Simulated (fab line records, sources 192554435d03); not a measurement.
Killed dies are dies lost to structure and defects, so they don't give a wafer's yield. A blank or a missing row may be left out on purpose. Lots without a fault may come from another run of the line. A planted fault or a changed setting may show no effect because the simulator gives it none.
Split-lot experiment | flow n5_finfet | 7 lots, 39 wafers read, on a route of 1938 steps

THE SPLIT
At N5_FIN_SAQP_SPACER2_ALD_28 (deposits SiO2, target thk 8.1 nm, pulse time 1 s, purge time 2 s), the setting target_thk_a was moved away from the recipe's 81 angstrom on 12 of the 39 wafers read, by -8.2% to +13.9%. The other wafers ran this setting at the recipe's value.

FROM THE SPLIT TO THE READING: what the file shows between them, 6 steps
- N5_FIN_SAQP_SPACER2_ETCHBACK_29: etches SiO2 in CHF3/O2, target depth 12.2 nm, time 6.1 s
- N5_FIN_SAQP_MANDREL2_REMOVE_60: chemistry HBr/Cl2/O2, target a-Si, stops on SiNx, bt time 10 s
- N5_FIN_SAQP_CD_MEAS_31: target cd 8 nm
- N5_FIN_SAQP_HM_OPEN_33: chemistry CH3F/O2, target SiNx, target depth 49.4 nm, time 70.6 s
- N5_FIN_SAQP_ETCH_34: etches SiO2 in C4F6/O2, target depth 45 nm, time 15 s
- N5_FIN_SAQP_STRIP_77: strips in N2/H2, time 90 s

THE READING
cd_nm, in nm, at N5_FIN_SAQP_HM_CD_35 (target cd 8 nm). Fault-free wafers of this fab line usually give 8.09 nm, standard deviation 0.21 nm.

wafer  | tool, chamber at the split | target_thk_a as run, angstrom | against the recipe | cd_nm, nm | against lot-mates on the recipe
L074.1 | ald_sin-02, 0,3,1          | 89.54                         | +10.5%             | 8.89      | +0.89
L074.2 | ald_sin-02, 0,3,1          | 89.54                         | +10.5%             | 8.58      | +0.58
L074.3 | ald_sin-02, 2              | 81                            | recipe             | 8.18      | -
L074.4 | ald_sin-02, 1,0            | 81                            | recipe             | 7.78      | -
L074.5 | ald_sin-02, 0,3,1          | 89.54                         | +10.5%             | 9.08      | +1.08
L074.6 | ald_sin-02, 1,0            | 81                            | recipe             | 8.03      | -
L078.1 | ald_sin-01, 2,0,0          | 81                            | recipe             | 7.98      | -
L078.2 | ald_sin-01, 2,0,0          | 81                            | recipe             | 7.54      | -
L078.3 | ald_sin-01, 3,2            | 74.34                         | -8.2%              | 6.98      | -0.91
L078.4 | ald_sin-01, 3,2            | 74.34                         | -8.2%              | 7.52      | -0.37
L078.5 | ald_sin-01, 3              | 74.34                         | -8.2%              | 7.28      | -0.61
L078.6 | ald_sin-01, 2,0,0          | 81                            | recipe             | 8.15      | -
L080.4 | ald_sin-01, 0,2            | 81                            | recipe             | 8.03      | -
L080.5 | ald_sin-01, 0,2            | 81                            | recipe             | 7.93      | -
L080.6 | ald_sin-01, 3              | 81                            | recipe             | 8.28      | -
L083.1 | ald_sin-04, 1,3,1          | 81                            | recipe             | 7.73      | -
L083.2 | ald_sin-04, 1,3,1          | 81                            | recipe             | 7.93      | -
L083.3 | ald_sin-04, 0,2,2          | 92.28                         | +13.9%             | 9.43      | +1.64
L083.4 | ald_sin-04, 0,2,2          | 92.28                         | +13.9%             | 9.10      | +1.31
L083.5 | ald_sin-04, 1,3,1          | 81                            | recipe             | 7.70      | -
L083.6 | ald_sin-04, 0,2,2          | 92.28                         | +13.9%             | 9.19      | +1.40
L086.1 | ald_sin-01, 1,3,0,2,3,2    | 81                            | recipe             | 8.00      | -
L086.2 | ald_sin-01, 1,3,0,2,3,2    | 81                            | recipe             | 8.10      | -
L086.3 | ald_sin-01, 1,3,0,2,3,2    | 81                            | recipe             | 8.23      | -
L086.4 | ald_sin-01, 1,3,0,2,3,2    | 81                            | recipe             | 8.10      | -
L086.5 | ald_sin-01, 1,3,0,2,3,2    | 81                            | recipe             | 8.02      | -
L086.6 | ald_sin-01, 1,3,0,2,3,2    | 81                            | recipe             | 8.34      | -
L088.1 | ald_sin-04, 1,0,1          | 85.56                         | +5.6%              | 8.86      | +0.87
L088.2 | ald_sin-04, 1,0,1          | 85.56                         | +5.6%              | 8.80      | +0.81
L088.3 | ald_sin-04, 3,2            | 81                            | recipe             | 7.70      | -
L088.4 | ald_sin-04, 3,2            | 81                            | recipe             | 8.04      | -
L088.5 | ald_sin-04, 2              | 81                            | recipe             | 8.23      | -
L088.6 | ald_sin-04, 1,0,1          | 85.56                         | +5.6%              | 8.33      | +0.34
L092.1 | ald_sin-01, 0,1,2,3,0      | 81                            | recipe             | 7.93      | -
L092.2 | ald_sin-01, 0,1,2,3,0      | 81                            | recipe             | 8.18      | -
L092.3 | ald_sin-01, 3              | 81                            | recipe             | 8.27      | -
L092.4 | ald_sin-01, 0,1,2,3,0      | 81                            | recipe             | 7.76      | -
L092.5 | ald_sin-01, 0,1,2,3,0      | 81                            | recipe             | 8.22      | -
L092.6 | ald_sin-01, 0,1,2,3,0      | 81                            | recipe             | 8.17      | -
Where a row lists several chambers, the file gives one row for several wafers and doesn't say which wafer went through which chamber.

THE FIT
A straight line over all 39 wafers: cd_nm changes by +0.088 nm for each +1% of target_thk_a; r = +0.91; the points scatter about the line by 0.22 nm.
The same after taking each lot's own level away (the mean of its wafers on the recipe; 39 wafers): +0.0932 nm for each +1%; r = +0.93; scatter 0.2 nm.
On that fit, the largest move of target_thk_a shifts the reading by 1.3 nm.
The lots' own levels span 7.787 to 8.132 nm, that is 1.6 times the standard deviation above.
So the lot-to-lot level changes the slope little: the two slopes agree.
Check: with one of the wafers moved furthest among these (+13.9%) left out of the fit, the line predicts +1.26 nm for it against its lot-mates. It came out at +1.64 nm against them.

THE WHOLE CHAIN: every reading that the file lists as answering this split, in the file's order
step                           | what it does                                                         | reading                                                                                 | change (the file's fit)                | r (the file's)
N5_FIN_SAQP_SPACER2_ALD_28     | deposits SiO2, target thk 8.1 nm, pulse time 1 s, purge time 2 s     | SiO2_of_FIN_SAQP_SPACER2_ALD_28.thk_nm (the simulator's own value, which no gauge read) | +0.0784 nm for each +1% of the setting | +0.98
N5_FIN_SAQP_MANDREL2_REMOVE_60 | chemistry HBr/Cl2/O2, target a-Si, stops on SiNx, bt time 10 s       | FIN_SAQP.cd_nm (the simulator's own value, which no gauge read)                         | +0.074 nm for each +1% of the setting  | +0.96
N5_FIN_SAQP_CD_MEAS_31         | target cd 8 nm                                                       | cd_nm                                                                                   | +0.0733 nm for each +1% of the setting | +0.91
N5_FIN_SAQP_HM_OPEN_33         | chemistry CH3F/O2, target SiNx, target depth 49.4 nm, time 70.6 s    | FIN_SAQP.cd_nm (the simulator's own value, which no gauge read)                         | +0.078 nm for each +1% of the setting  | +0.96
N5_FIN_SAQP_ETCH_34            | etches SiO2 in C4F6/O2, target depth 45 nm, time 15 s                | FIN_SAQP.cd_nm (the simulator's own value, which no gauge read)                         | +0.0757 nm for each +1% of the setting | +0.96
N5_FIN_SAQP_HM_CD_35           | target cd 8 nm                                                       | cd_nm                                                                                   | +0.0946 nm for each +1% of the setting | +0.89
N5_FIN_SAQP_ETCH_64            | etches SiO2 in CF4, target depth 1.5 nm                              | FIN_SAQP.cd_nm (the simulator's own value, which no gauge read)                         | +0.0803 nm for each +1% of the setting | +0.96
N5_FIN_SAQP_FIN_ETCH_36        | etches the open film in HBr/Cl2/O2, target depth 120 nm, time 50.4 s | FIN_SAQP.cd_nm (the simulator's own value, which no gauge read)                         | +0.0775 nm for each +1% of the setting | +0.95

THE FILE'S OWN FIT
cd_nm changes by +0.0946 nm for each +1% of target_thk_a, r = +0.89.
